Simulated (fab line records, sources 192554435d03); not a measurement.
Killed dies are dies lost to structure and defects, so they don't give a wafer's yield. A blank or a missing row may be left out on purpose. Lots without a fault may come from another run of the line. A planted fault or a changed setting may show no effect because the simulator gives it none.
One fault seen from 2 desks | flow n5_finfet | each desk has only its own numbers; what lay behind them comes last

THE METROLOGY DESK
What the gauges read, lot by lot, whatever tool the lot ran on: means of the sampled wafers that have a number. A lot is out of limits, marked OUT, if its mean lies more than 4 standard deviations from the usual mean; the brackets give that distance. Of its 11 readings 7 are shown: those that lie furthest out on some lot.
Columns: A = DIBL_N at N5_BEOL_M4_RC_MEAS_101, usual 36.9 mV/V; B = DIBL_P at N5_BEOL_M4_RC_MEAS_101, usual 37.3 mV/V; C = IOFF_N at N5_BEOL_M4_RC_MEAS_101, usual 0.16 nA/um; D = IOFF_P at N5_BEOL_M4_RC_MEAS_101, usual 0.22 nA/um; E = SS_N at N5_BEOL_M4_RC_MEAS_101, usual 71.6 mV/dec; F = SS_P at N5_BEOL_M4_RC_MEAS_101, usual 73.4 mV/dec; G = VT_N at N5_BEOL_M4_RC_MEAS_101, usual 250 mV
lot  | first seen here | A    | B    | C    | D    | E    | F    | G
L607 | day 6 06:51     | 36.5 | 38.7 | 0.16 | 0.20 | 72.2 | 74.0 | 249
L616 | day 8 09:17     | 38.1 | 38.7 | 0.18 | 0.28 | 71.9 | 73.6 | 250
L623 | day 10 04:04    | 33.0 | 33.9 | 0.12 | 0.17 | 70.8 | 72.2 | 252
L624 | day 10 06:15    | 35.0 | 32.8 | 0.11 | 0.17 | 70.9 | 72.4 | 255
L625 | day 10 13:40    | 38.9 | 38.5 | 0.18 | 0.25 | 72.0 | 73.8 | 248
L627 | day 11 07:52    | 39.2 | 40.6 | 0.20 | 0.26 | 72.8 | 74.4 | 249
This desk's finding: nothing out of limits on any of the 6 lots.

THE TOOL OWNER'S DESK: rie_diel-02
The tool's own readings at N5_BEOL_M0_ETCH_109 (etches SiCN in CH3F/O2, target depth 8 nm, overetch 2.4 nm, time 27.4 s): means of the sampled wafers that have a number, for each lot that ran on this tool. A lot is out of limits, marked OUT, if its mean lies more than 4 standard deviations from the usual mean; the brackets give that distance.
Columns: A = drypump_motor_current_A at N5_BEOL_M0_ETCH_109, usual 5.8 A; B = oes_product_au at N5_BEOL_M0_ETCH_109, usual 0.71 a.u.; C = rf_vpp_V at N5_BEOL_M0_ETCH_109, usual 297.8 V; D = showerhead_plenum_p_Torr at N5_BEOL_M0_ETCH_109, usual 2.02 Torr; E = throttle_valve_pct at N5_BEOL_M0_ETCH_109, usual 16.29 %
lot  | first seen here | A   | B    | C     | D    | E
L616 | day 8 09:54     | 5.9 | 0.70 | 298.1 | 2.04 | 16.24
L623 | day 10 04:33    | 5.7 | 0.65 | 298.0 | 2.05 | 16.49
L624 | day 10 06:38    | 6.0 | 0.74 | 297.9 | 2.03 | 15.89
This desk's finding: nothing out of limits on any of the 3 lots.

PUT TOGETHER
The metrology desk saw nothing out of limits.
The tool owner's desk saw nothing out of limits.

WHAT THE SIMULATOR HAD PUT IN
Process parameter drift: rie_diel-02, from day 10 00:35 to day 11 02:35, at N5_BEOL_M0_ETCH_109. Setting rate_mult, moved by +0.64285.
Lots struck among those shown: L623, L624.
